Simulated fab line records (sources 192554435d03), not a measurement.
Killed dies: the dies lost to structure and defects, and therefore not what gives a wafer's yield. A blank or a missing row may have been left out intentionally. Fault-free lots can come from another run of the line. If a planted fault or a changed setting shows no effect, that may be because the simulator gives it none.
fab line records -- flow n5_finfet
record: lots: 6, wafers: 18, last_day: 19
route steps=1938 shown BEOL_M9@1419 PASSIVATION@1936
lots that met no fault: from a run of the same line without faults
start_h: hours from the record's opening day to when the first of the lot's shown wafers began -- wait_h: hours elapsed since this lot's preceding step -- " identical to the entry in the row above -- L1.1+2: one row covering several wafers at once -- - no value, or no start was given -- * or withheld: withheld -- < > ~ a bound
route shown NAME@n: names a module that has steps shown in the file, with the first one's number in the route -- usual: mean/standard deviation of fault-free wafers -- same: alike in all rows -- chamber/n: place in a boat -- sites: per-site readings -- _std_site: the standard deviation of these -- _edge_site: inner sites' mean taken away from outer sites' mean -- radius_mm: for every site, how far away it sits from the centre of the wafer -- mask NAME#n: copy n -- behind: the tool/chamber that last shaped the wafer -- hold: the reason the lot was held/the length of the hold in hours/how it ended -- device: names the non-switching transistor (n, p or np) -- end of line: tests of these same wafers at the route's end -- step lacking rows: just its recipe -- killed: at the first sort, the dies lost to defects and structure; wafer yield is something else -- map: per-die view of a wafer (x killed, . not killed, _ where there is no die)
set.NAME: setting as actually run; set.NAME@STEP: the setting as run at that earlier step -- model.NAME: the simulator's own value behind a step, which no gauge read
lots seen at some steps along the route; tables by step, rows by wafer
services: from which hour (start_h, from the record's first day; less than 0 if before it) a tool's chamber was out of use, for how many hours, and why
== steps ==
step: N5_BEOL_M9_ETCH_62
recipe: chemistry: N2/H2, target: SOC, target_depth_a: 1100, overetch_a: 220, mask_material: SiARC, temp_c: 40, time_s: 165, ion_energy_ev: 200, pressure_mtorr: 30, source_w: 840, bias_w: 150, n2_flow_sccm: 200, h2_flow_sccm: 200
usual: drypump_motor_current_A: 5.5/0.52, oes_product_au: 0.66/0.066, rf_vpp_V: 524.0/2.8, showerhead_plenum_p_Torr: 2.54/0.099, throttle_valve_pct: 17.88/0.25
lot.wafer,tool,chamber,start_h,wait_h,drypump_motor_current_A,oes_product_au,rf_hours_counter_h,rf_vpp_V,showerhead_plenum_p_Torr,throttle_valve_pct
L723.2,rie_diel-05,2,209.54,0.0,5.0,0.79,22,527.6,2.69,17.81
L723.4,rie_diel-05,1,209.54,0.0,5.6,0.71,64,528.1,2.68,17.87
L723.6,rie_diel-05,3,209.54,0.0,6.2,0.73,-,522.8,2.46,17.46
L724.1,rie_diel-04,3,238.67,0.0,4.9,0.63,180,526.0,2.62,17.97
L724.3,rie_diel-04,0,238.67,0.0,5.3,0.61,169,523.8,2.54,17.63
L724.5,rie_diel-04,1,238.67,0.0,4.9,0.63,-,526.3,2.63,18.24
L735.2,rie_diel-05,1,308.04,0.0,5.6,0.68,92,527.8,2.67,17.90
L735.4,rie_diel-05,2,308.04,0.0,5.0,0.74,50,527.6,2.68,17.87
L735.6,rie_diel-05,3,308.04,0.0,6.2,0.70,-,522.0,2.45,17.50
L740.1,rie_diel-03,0,320.25,0.0,4.9,0.62,201,520.9,2.42,18.21
L740.3,rie_diel-03,1,320.25,0.0,6.1,0.59,206,523.3,2.52,18.11
L740.4,rie_diel-03,2,320.25,0.0,6.1,0.75,25,524.8,2.59,17.41
L743.1,rie_diel-04,1,362.98,0.0,4.9,0.60,209,525.8,2.62,18.31
L743.2,rie_diel-04,0,362.98,0.0,5.3,0.60,208,521.8,2.53,17.69
L743.4,rie_diel-04,1,362.98,0.0,4.9,0.61,-,526.3,2.62,18.33
L746.1,rie_diel-04,1,382.87,0.0,4.9,0.60,215,525.5,2.62,18.33
L746.2,rie_diel-04,0,382.87,0.0,5.3,0.59,214,522.9,2.53,17.70
L746.6,rie_diel-04,0,382.87,0.0,5.3,0.59,-,523.2,2.52,17.70
step: N5_BEOL_M9_STRIP_68
recipe: chemistry: N2/H2, temp_c: 40, n2_flow_sccm: 200, h2_flow_sccm: 200, rf_frequency_hz: 6e+07
step: N5_BEOL_M9_STRIP_67
recipe: chemistry: CF4, resist: SiARC, power_w: 300, bias_power_w: 75, pressure_mtorr: 50, cf4_flow_sccm: 150, rf_frequency_hz: 6e+07
usual: cf4_flow_sccm: 150.0/0.46, drypump_motor_current_A: 5.5/0.52, oes_product_au: 0.77/0.078, rf_vpp_V: 271.3/1.6, showerhead_plenum_p_Torr: 1.80/0.067, throttle_valve_pct: 13.71/0.22
lot.wafer,tool,chamber,start_h,wait_h,cf4_flow_sccm,drypump_motor_current_A,oes_product_au,rf_hours_counter_h,rf_vpp_V,showerhead_plenum_p_Torr,throttle_valve_pct
L723.2,rie_diel-05,2,209.69,0.0,150.5,5.0,0.92,22,273.2,1.91,13.59
L723.4,rie_diel-05,1,209.69,0.0,150.1,5.6,0.83,64,273.8,1.91,13.78
L723.6,rie_diel-05,3,209.69,0.0,150.2,6.1,0.86,-,269.6,1.76,13.29
L724.1,rie_diel-04,3,238.82,0.0,149.5,4.9,0.74,180,271.2,1.85,13.73
L724.3,rie_diel-04,0,238.82,0.0,149.5,5.3,0.73,169,271.7,1.80,13.49
L724.5,rie_diel-04,1,238.82,0.0,150.1,4.9,0.74,-,272.8,1.86,13.99
L735.2,rie_diel-05,1,308.19,0.0,149.6,5.6,0.80,92,273.4,1.90,13.83
L735.4,rie_diel-05,2,308.19,0.0,150.4,5.0,0.87,50,273.9,1.90,13.67
L735.6,rie_diel-05,3,308.19,0.0,150.2,6.2,0.83,-,269.8,1.75,13.33
L740.1,rie_diel-03,0,320.40,0.0,150.3,4.9,0.73,201,268.9,1.70,13.92
L740.3,rie_diel-03,1,320.40,0.0,150.1,6.1,0.69,206,270.5,1.79,13.95
L740.4,rie_diel-03,2,320.40,0.0,150.9,6.1,0.89,25,272.0,1.85,13.31
L743.1,rie_diel-04,1,363.12,0.0,150.3,4.9,0.71,209,271.2,1.85,14.06
L743.2,rie_diel-04,0,363.12,0.0,149.8,5.3,0.70,208,270.9,1.79,13.54
L743.4,rie_diel-04,1,363.12,0.0,150.5,4.9,0.71,-,272.6,1.85,14.06
L746.1,rie_diel-04,1,383.01,0.0,150.2,4.9,0.70,215,273.5,1.85,14.08
L746.2,rie_diel-04,0,383.01,0.0,150.3,5.3,0.70,214,270.7,1.78,13.59
L746.6,rie_diel-04,0,383.01,0.0,150.2,5.3,0.70,-,269.8,1.78,13.59
step: N5_BEOL_M9_HM_OPEN_17
recipe: chemistry: Cl2/BCl3, target_depth_a: 200, overetch_a: 60, target: TiN, mask_material: SOC, ion_energy_ev: 150, pressure_mtorr: 10, icp_w: 1000, bias_w: 126, Cl2_flow_sccm: 53.25, bcl3_flow_sccm: 21.75, Ar_flow_sccm: 25
usual: bcl3_flow_sccm: 21.76/0.065, drypump_motor_current_A: 6.0/0.5, oes_product_au: 0.64/0.055, throttle_valve_pct: 22.08/0.21
lot.wafer,tool,chamber,start_h,wait_h,bcl3_flow_sccm,drypump_motor_current_A,oes_product_au,rf_hours_counter_h,throttle_valve_pct
L723.2,rie_metal-01,1,209.73,0.0,21.85,5.6,0.76,12,22.33
L723.4,rie_metal-01,0,209.73,0.0,21.86,6.2,0.65,-,22.09
L723.6,rie_metal-01,0,209.73,0.0,21.80,6.2,0.66,-,22.08
L724.1,rie_metal-02,0,238.86,0.0,21.75,6.4,0.60,72,22.28
L724.3,rie_metal-02,0,238.86,0.0,21.81,6.4,0.59,-,22.27
L724.5,rie_metal-02,1,238.86,0.0,21.81,6.3,0.70,-,21.80
L735.2,rie_metal-01,0,308.23,0.0,21.83,6.2,0.64,59,22.11
L735.4,rie_metal-01,0,308.23,0.0,21.69,6.2,0.64,-,22.10
L735.6,rie_metal-01,1,308.23,0.0,21.76,5.6,0.73,-,22.36
L740.1,rie_metal-01,0,320.44,0.0,21.81,6.2,0.64,60,22.11
L740.3,rie_metal-01,0,320.44,0.0,21.78,6.2,0.64,-,22.11
L740.4,rie_metal-01,0,320.44,0.0,21.76,6.2,0.64,-,22.11
L743.1,rie_metal-02,0,363.16,0.0,21.74,6.4,0.58,83,22.31
L743.2,rie_metal-02,1,363.16,0.0,21.69,6.3,0.66,50,21.84
L743.4,rie_metal-02,0,363.16,0.0,21.76,6.5,0.57,-,22.33
L746.1,rie_metal-01,1,383.05,0.0,21.72,5.6,0.70,26,22.38
L746.2,rie_metal-01,0,383.05,0.0,21.67,6.2,0.61,67,22.15
L746.6,rie_metal-01,1,383.05,0.0,21.87,5.6,0.69,-,22.39
step: N5_BEOL_M9_STRIP_19
recipe: chemistry: O2, power_w: 400, temp_c: 40, pressure_mtorr: 30, rf_frequency_hz: 6e+07, bias_power_w: 0, overash_fraction: 0.2, o2_flow_sccm: 225
usual: drypump_motor_current_A: 5.6/0.53, oes_product_au: 0.79/0.082, rf_vpp_V: 3.6/0.6, showerhead_plenum_p_Torr: 2.11/0.081, throttle_valve_pct: 16.77/0.21
lot.wafer,tool,chamber,start_h,wait_h,drypump_motor_current_A,oes_product_au,rf_hours_counter_h,rf_vpp_V,showerhead_plenum_p_Torr,throttle_valve_pct
L723.2,rie_diel-03,3,209.84,0.1,6.3,0.94,12,3.6,2.07,16.82
L723.4,rie_diel-03,2,209.84,0.1,6.1,0.68,248,3.6,2.16,16.84
L723.6,rie_diel-03,3,209.84,0.1,6.3,0.94,-,4.6,2.07,16.80
L724.1,rie_diel-03,1,239.00,0.1,6.0,0.71,183,3.8,2.09,16.97
L724.3,rie_diel-03,2,239.00,0.1,6.2,1.00,1,3.2,2.16,16.32
L724.5,rie_diel-03,1,239.00,0.1,6.1,0.70,-,3.4,2.09,16.95
L735.2,rie_diel-03,1,308.45,0.2,6.0,0.69,202,3.1,2.09,16.99
L735.4,rie_diel-03,0,308.45,0.2,4.9,0.73,197,2.6,2.01,17.08
L735.6,rie_diel-03,0,308.45,0.2,4.9,0.73,-,3.8,2.01,17.11
L740.1,rie_diel-03,2,320.75,0.3,6.2,0.90,26,2.8,2.15,16.36
L740.3,rie_diel-03,0,320.75,0.3,4.9,0.73,201,3.4,2.00,17.10
L740.4,rie_diel-03,3,320.75,0.3,6.3,0.87,47,4.5,2.05,16.86
L743.1,rie_diel-05,2,363.28,0.1,5.0,0.87,65,4.3,2.22,16.80
L743.2,rie_diel-05,3,363.28,0.1,6.1,0.81,83,3.6,2.04,16.50
L743.4,rie_diel-05,0,363.28,0.1,5.8,0.79,118,3.4,2.22,16.76
L746.1,rie_diel-05,1,383.17,0.1,5.6,0.78,112,3.0,2.21,16.93
L746.2,rie_diel-05,3,383.17,0.1,6.1,0.81,87,3.1,2.04,16.50
L746.6,rie_diel-05,3,383.17,0.1,6.1,0.81,-,3.6,2.04,16.50
step: N5_BEOL_M9_CD_MEAS_18
recipe: pitch_nm: 140, target_cd_nm: 70
usual: cd_nm: 70.1/0.7
lot.wafer,tool,chamber,start_h,wait_h,cd_nm
L723.2,cd_sem-02,-,209.91,0.1,70.4
L723.4,cd_sem-02,-,209.91,0.1,70.2
L723.6,cd_sem-02,-,209.91,0.1,69.6
L724.1,cd_sem-03,-,239.07,0.0,68.6
L724.3,cd_sem-03,-,239.07,0.0,70.2
L724.5,cd_sem-03,-,239.07,0.0,69.6
L735.2,cd_sem-02,-,308.52,0.1,71.2
L735.4,cd_sem-02,-,308.52,0.1,70.4
L735.6,cd_sem-02,-,308.52,0.1,70.3
L740.1,cd_sem-03,-,320.82,0.0,69.5
L740.3,cd_sem-03,-,320.82,0.0,70.3
L740.4,cd_sem-03,-,320.82,0.0,69.7
L743.1,cd_sem-02,-,363.35,0.1,69.8
L743.2,cd_sem-02,-,363.35,0.1,69.7
L743.4,cd_sem-02,-,363.35,0.1,69.2
L746.1,cd_sem-02,-,383.24,0.0,70.6
L746.2,cd_sem-02,-,383.24,0.0,70.5
L746.6,cd_sem-02,-,383.24,0.0,69.3
step: N5_BEOL_M9_COAT_63
recipe: resist: SOC, temp_c: 250, time_s: 60, spin_rpm: 1500, resist_thk_nm: 60
step: N5_BEOL_M9_COAT_64
recipe: resist: SiARC, temp_c: 220, time_s: 60, spin_rpm: 1500, resist_thk_nm: 12
step: N5_BEOL_M9_COAT_75
recipe: resist: underlayer, temp_c: 205, time_s: 60, spin_rpm: 1500, resist_thk_nm: 5
step: N5_BEOL_M9_COAT_22
recipe: resist: CAR-EUV, spin_rpm: 1500, resist_thk_nm: 30
step: N5_BEOL_M9_EBR_24
recipe: solvent: PGMEA, ebr_width_mm: 1.5
step: N5_BEOL_M9_SOFTBAKE_23
recipe: temp_c: 110, time_s: 60, resist: CAR-EUV
step: N5_BEOL_M9_EXPOSE_25
recipe: mask_id: V8, na: 0.33, source_shape: annular, sigma_inner: 0.4, sigma_outer: 0.8, polarization: unpolarized, dose_mj: 37.25
usual: stage_msd_nm: 0.77/0.03
same: sigma_outer: 0.8
lot.wafer,tool,chamber,start_h,wait_h,mask,stage_msd_nm,model.BEOL_M9.overlay_x_nm
L723.2,euv_scanner-02,0,210.09,-,V8#0,0.79,-0.2
L723.4,euv_scanner-02,0,210.09,-,V8#0,0.80,-0.2
L723.6,euv_scanner-02,0,210.09,-,V8#0,0.80,-0.2
L724.1,euv_scanner-01,0,239.24,-,V8#0,0.74,0.4
L724.3,euv_scanner-01,0,239.24,-,V8#0,0.74,0.4
L724.5,euv_scanner-01,0,239.24,-,V8#0,0.74,0.4
L735.2,euv_scanner-01,0,309.39,-,V8#0,0.73,5.6
L735.4,euv_scanner-01,0,309.39,-,V8#0,0.73,5.6
L735.6,euv_scanner-01,0,309.39,-,V8#0,0.74,5.6
L740.1,euv_scanner-01,0,322.92,-,V8#0,0.74,5
L740.3,euv_scanner-01,0,322.92,-,V8#0,0.73,5
L740.4,euv_scanner-01,0,322.92,-,V8#0,0.74,5
L743.1,euv_scanner-02,0,364.20,-,V8#0,0.79,0
L743.2,euv_scanner-02,0,364.20,-,V8#0,0.79,0
L743.4,euv_scanner-02,0,364.20,-,V8#0,0.79,0
L746.1,euv_scanner-02,0,384.63,-,V8#0,0.78,-0.2
L746.2,euv_scanner-02,0,384.63,-,V8#0,0.79,-0.2
L746.6,euv_scanner-02,0,384.63,-,V8#0,0.79,-0.2
step: N5_BEOL_M9_PEB_26
recipe: peb_temp_c: 100, peb_time_s: 60, resist: CAR-EUV
step: N5_BEOL_M9_DEVELOP_27
recipe: develop_time_s: 30, developer: TMAH, resist: CAR-EUV, rinse_liquid: surfactant_rinse, dry: air_spin, dev_temp_c: 23
step: N5_BEOL_M9_CD_MEAS_28
recipe: target_cd_nm: 70, landing_energy_ev: 500, detector: se_inlens, polarity: opening
usual: cd_nm: 69.93/0.27
lot.wafer,tool,chamber,start_h,wait_h,cd_nm
L723.2,cd_sem-03,0,210.22,-,69.98
L723.4,cd_sem-03,0,210.22,-,69.82
L723.6,cd_sem-03,0,210.22,-,69.75
L724.1,cd_sem-02,0,239.37,-,70.20
L724.3,cd_sem-02,0,239.37,-,70.26
L724.5,cd_sem-02,0,239.37,-,70.22
L735.2,cd_sem-02,0,309.51,-,70.20
L735.4,cd_sem-02,0,309.51,-,69.49
L735.6,cd_sem-02,0,309.51,-,69.92
L740.1,cd_sem-02,0,323.05,-,70.06
L740.3,cd_sem-02,0,323.05,-,70.45
L740.4,cd_sem-02,0,323.05,-,69.93
L743.1,cd_sem-03,0,364.33,-,69.75
L743.2,cd_sem-03,0,364.33,-,69.53
L743.4,cd_sem-03,0,364.33,-,70.15
L746.1,cd_sem-01,0,384.76,-,69.99
L746.2,cd_sem-01,0,384.76,-,70.41
L746.6,cd_sem-01,0,384.76,-,69.71
step: N5_BEOL_M9_OVL_MEAS_29
recipe: points_per_wafer: 522
usual: V8_OVL: 0.0/0.64
lot.wafer,tool,chamber,start_h,wait_h,V8_OVL[nm]
L723.2,overlay-01,0,210.25,0.0,0.3
L723.4,overlay-01,0,210.25,0.0,-0.5
L723.6,overlay-01,0,210.25,0.0,0.8
L724.1,overlay-01,0,239.40,0.0,-0.3
L724.3,overlay-01,0,239.40,0.0,0.3
L724.5,overlay-01,0,239.40,0.0,0.7
L735.2,overlay-02,0,309.54,0.0,6.6
L735.4,overlay-02,0,309.54,0.0,5.2
L735.6,overlay-02,0,309.54,0.0,5.3
L740.1,overlay-01,0,323.08,0.0,4.7
L740.3,overlay-01,0,323.08,0.0,4.2
L740.4,overlay-01,0,323.08,0.0,4.8
L743.1,overlay-02,0,364.36,0.0,0.1
L743.2,overlay-02,0,364.36,0.0,0.1
L743.4,overlay-02,0,364.36,0.0,-0.1
L746.1,overlay-01,0,384.79,0.0,-0.4
L746.2,overlay-01,0,384.79,0.0,0.0
L746.6,overlay-01,0,384.79,0.0,0.4
step: N5_BEOL_M9_INSPECT_30
recipe: mode: adi, inspect_instrument: brightfield
usual: raw_defect_count: 404/75
lot.wafer,tool,chamber,start_h,wait_h,raw_defect_count
L723.2,defect_inspect-02,-,210.31,0.0,372
L723.4,defect_inspect-02,-,210.31,0.0,526
L723.6,defect_inspect-02,-,210.31,0.0,530
L724.1,defect_inspect-02,-,239.46,0.1,345
L724.3,defect_inspect-02,-,239.46,0.1,392
L724.5,defect_inspect-02,-,239.46,0.1,384
L735.2,defect_inspect-01,-,309.60,0.0,271
L735.4,defect_inspect-01,-,309.60,0.0,250
L735.6,defect_inspect-01,-,309.60,0.0,318
L740.1,defect_inspect-01,-,323.14,0.1,396
L740.3,defect_inspect-01,-,323.14,0.1,426
L740.4,defect_inspect-01,-,323.14,0.1,414
L743.1,defect_inspect-02,-,364.42,0.1,613
L743.2,defect_inspect-02,-,364.42,0.1,420
L743.4,defect_inspect-02,-,364.42,0.1,480
L746.1,defect_inspect-02,-,384.85,0.1,421
L746.2,defect_inspect-02,-,384.85,0.1,566
L746.6,defect_inspect-02,-,384.85,0.1,447
step: N5_PASSIVATION_PROBE_49
usual: defect_limited_yield: 91.4/1.5, killed_at_M0_to_M3: 35/12, killed_at_M4_up: 13/5.8, killed_at_contacts: 12/5.5, killed_at_front_end: 36/9.9, killed_at_other: 4/3.7, killed_dies: 101/18, killed_open: 66/13, killed_short: 33/8, sort_bin_5_function: 5.0/1, sort_bin_6_memory: 3.2/0.67, sort_bin_8_speed: 0.00/0.0099, sort_n_pass: 1079/18, sort_yield_pct: 91.4/1.5
same: gross_dies: 1180, killed_at_back_side: 0, sort_bin_4_leakage[%]: 0
lot.wafer,tool,chamber,start_h,wait_h,defect_limited_yield[%],killed_at_M0_to_M3,killed_at_M4_up,killed_at_contacts,killed_at_front_end,killed_at_other,killed_dies,killed_open,killed_short,sort_bin_5_function[%],sort_bin_6_memory[%],sort_bin_8_speed[%],sort_n_pass,sort_yield_pct[%]
L740.1,prober-01,-,380.61,0.0,88.1,62,8,24,39,7,140,99,40,6.9,4.7,0,1040,88.1
L740.3,prober-01,-,380.71,0.1,88.8,55,6,23,41,7,132,80,50,6.4,4.3,0,1048,88.8
L740.4,prober-01,-,380.76,0.2,88.6,63,6,26,27,12,134,86,45,7.6,3.6,0,1046,88.6
killed by level:class
L740.1 BEOL_M3:geometric_particle:open=19 MOL_CONTACT_COAG:geometric_particle:open=18 BEOL_M0_SAQP:geometric_particle:open=9 BEOL_M1:geometric_particle:open=9 GATE_CUT:geometric_particle:short=8 BEOL_M2:geometric_particle:open=8 FIN_SAQP:geometric_particle:open=7 DUMMY_GATE:geometric_particle:open=7
L740.3 MOL_CONTACT_COAG:geometric_particle:open=17 BEOL_M3:geometric_particle:open=14 BEOL_M2:geometric_particle:open=13 BEOL_M1:geometric_particle:short=11 FIN_SAQP:geometric_particle:open=7 GATE_CUT:geometric_particle:open=7 STI_FIN_REVEAL:geometric_particle:open=6 MOL_CONTACT_COAG:geometric_particle:short=6
L740.4 MOL_CONTACT_COAG:geometric_particle:open=21 BEOL_M3:geometric_particle:open=15 BEOL_M0_SAQP:geometric_particle:short=12 BEOL_M1:geometric_particle:open=11 BEOL_M2:geometric_particle:open=8 BEOL_M0_SAQP:geometric_particle:open=7 DUMMY_GATE:geometric_particle:open=6 GATE_CUT:geometric_particle:short=6
== services ==
tool,chamber,start_h,hours,kind
rie_diel-05,-,187.41,14.6,pm
rie_diel-03,0,196.77,6.4,repair
rie_diel-04,3,200.90,12.8,repair
rie_diel-04,2,216.19,9.9,repair
euv_scanner-01,-,222.96,1.0,pm
euv_scanner-01,-,245.35,0.8,repair
rie_metal-01,1,248.75,2.4,repair
rie_diel-05,3,251.62,3.5,repair
rie_metal-01,-,253.60,2.8,pm
rie_diel-03,-,253.91,0.7,repair
rie_metal-02,0,263.05,10.3,repair
rie_metal-02,-,267.25,1.4,pm
euv_scanner-01,-,279.11,1.0,pm
euv_scanner-02,-,284.83,1.0,pm
euv_scanner-02,-,293.37,0.6,repair
euv_scanner-02,-,308.93,2.1,repair
rie_diel-04,3,309.13,11.7,repair
euv_scanner-02,-,312.83,4.6,pm
rie_metal-01,1,315.86,8.9,repair
euv_scanner-01,-,317.43,4.6,pm
rie_diel-04,1,326.22,4.5,repair
euv_scanner-01,-,335.27,1.0,pm
euv_scanner-02,-,340.95,1.0,pm
rie_diel-04,3,358.52,5.5,repair
== key ==
first_sign: step: N5_BEOL_M9_OVL_MEAS_29, reading: V8_OVL, direction: up, sigmas: 8, usual: 0.0, struck: 5.1
effect none on later readings
model_effect: step: N5_BEOL_M9_EXPOSE_25, value: BEOL_M9.overlay_x_nm, without: -0.1, struck: 5.3
met_at N5_BEOL_M9_EXPOSE_25
struck_wafers L735.2,L735.4,L735.6,L740.1,L740.3,L740.4
onset_between 239.24 309.39
also_fits N5_BEOL_M9_STRIP_19:rie_diel-03
fault: kind: scanner_matching_overlay, tool: euv_scanner-01, chamber: -, onset_h: 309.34, steps: N5_BEOL_M9_EXPOSE_25, offset: 5.3647
